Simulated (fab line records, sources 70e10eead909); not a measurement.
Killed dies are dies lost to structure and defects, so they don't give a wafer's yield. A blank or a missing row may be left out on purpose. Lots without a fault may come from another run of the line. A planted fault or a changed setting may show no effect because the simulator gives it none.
Chamber matching | flow nand_harc | NHARC_A_STAIRCASE_DESCUM_168 on rie_diel-13: 4 sister chambers
The step chemistry O2, time 3 s. 4 wafers are shown with their chamber, then 9 later ones without.

WAFERS WITH THEIR CHAMBER
wafer  | chamber | showerhead_plenum_p_Torr (Torr)
L082.5 | 3       | 1.80
L082.6 | 2       | 2.07
L085.5 | 0       | 1.81
L085.6 | 1       | 1.99

WAFERS WITHOUT THEIR CHAMBER
wafer  | showerhead_plenum_p_Torr (Torr)
L089.2 | 1.81
L089.3 | 1.80
L089.4 | 2.06
L094.1 | 1.98
L094.2 | 1.80
L094.4 | 2.06
L095.2 | 1.80
L095.4 | 1.98
L095.5 | 1.98

WHICH CHAMBER EACH WENT THROUGH
wafer  | from the rows above     | in truth
L089.2 | can't be placed: 0 or 3 | 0
L089.3 | can't be placed: 3 or 0 | 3
L089.4 | 2                       | 2
L094.1 | 1                       | 1
L094.2 | can't be placed: 3 or 0 | 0
L094.4 | 2                       | 2
L095.2 | can't be placed: 3 or 0 | 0
L095.4 | 1                       | 1
L095.5 | 1                       | 1
Placed correctly: 5 of 9. Can't be placed from these rows: 4 (the true chamber is among the candidates in 4). Placed wrongly: 0.
How it was worked out, from the rows above alone: a wafer's distance from a chamber is the root of the sum, over the readings, of the square of ((its reading less the chamber's mean) divided by the reading's scatter). The wafer belongs to the nearest chamber; if the next one is less than 2 further off, it can't be placed. A chamber's mean is the mean of its shown wafers. The scatter: with one shown wafer a chamber, the root of the mean of the squares of how far each hidden wafer lies from its nearest shown one.
